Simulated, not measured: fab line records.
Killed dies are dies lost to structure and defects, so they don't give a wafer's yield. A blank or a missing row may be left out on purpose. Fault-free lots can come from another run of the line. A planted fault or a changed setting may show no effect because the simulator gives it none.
Chamber matching / flow n5-finfet / rie-diel-01 running N5_DUMMY_GATE_STRIP_48: 4 sister chambers
The step strips in N2/H2, time 20 s. 8 wafers are shown with their chamber, then 9 later ones without.

## WAFERS, EACH WITH ITS CHAMBER
wafer=L081.6; chamber=2; showerhead-plenum-p-Torr (Torr)=3.38; throttle-valve-pct (%)=12.05
wafer=L085.2; chamber=0; showerhead-plenum-p-Torr (Torr)=3.14; throttle-valve-pct (%)=11.93
wafer=L085.3; chamber=3; showerhead-plenum-p-Torr (Torr)=3.35; throttle-valve-pct (%)=12.41
wafer=L086.5; chamber=2; showerhead-plenum-p-Torr (Torr)=3.37; throttle-valve-pct (%)=12.06
wafer=L086.6; chamber=1; showerhead-plenum-p-Torr (Torr)=3.49; throttle-valve-pct (%)=12.39
wafer=L089.1; chamber=3; showerhead-plenum-p-Torr (Torr)=3.35; throttle-valve-pct (%)=12.43
wafer=L089.2; chamber=0; showerhead-plenum-p-Torr (Torr)=3.14; throttle-valve-pct (%)=11.95
wafer=L089.3; chamber=1; showerhead-plenum-p-Torr (Torr)=3.49; throttle-valve-pct (%)=12.40

## WAFERS WITHOUT THEIR CHAMBER
wafer=L093.1; showerhead-plenum-p-Torr (Torr)=3.14; throttle-valve-pct (%)=11.97
wafer=L093.2; showerhead-plenum-p-Torr (Torr)=3.37; throttle-valve-pct (%)=12.10
wafer=L093.5; showerhead-plenum-p-Torr (Torr)=3.14; throttle-valve-pct (%)=11.95
wafer=L095.1; showerhead-plenum-p-Torr (Torr)=3.49; throttle-valve-pct (%)=12.45
wafer=L095.3; showerhead-plenum-p-Torr (Torr)=3.37; throttle-valve-pct (%)=12.10
wafer=L095.5; showerhead-plenum-p-Torr (Torr)=3.49; throttle-valve-pct (%)=12.43
wafer=L096.1; showerhead-plenum-p-Torr (Torr)=3.13; throttle-valve-pct (%)=11.97
wafer=L096.3; showerhead-plenum-p-Torr (Torr)=3.36; throttle-valve-pct (%)=12.11
wafer=L096.5; showerhead-plenum-p-Torr (Torr)=3.13; throttle-valve-pct (%)=11.97

## THE CHAMBER EACH PASSED THROUGH
wafer=L093.1; from the rows above=0; in truth=0
wafer=L093.2; from the rows above=2; in truth=2
wafer=L093.5; from the rows above=0; in truth=0
wafer=L095.1; from the rows above=1; in truth=1
wafer=L095.3; from the rows above=2; in truth=2
wafer=L095.5; from the rows above=1; in truth=1
wafer=L096.1; from the rows above=0; in truth=0
wafer=L096.3; from the rows above=2; in truth=2
wafer=L096.5; from the rows above=0; in truth=0
Placed correctly: 9 of 9. Number that these rows cannot place: 0. 0 placed wrongly.
How it was worked out, from the rows above alone: a wafer's distance from a chamber is the root of the sum, over the readings, of the square of ((its reading less the chamber's mean) divided by the reading's scatter). If the next closest chamber is less than 2 further off than the closest, the wafer can't be placed; otherwise it belongs to the closest. A chamber's mean is the mean of its shown wafers. How the scatter is found: for the shown wafers, subtract from each reading the mean of its chamber, square and add these, divide the total by (wafers less chambers), then take the root.
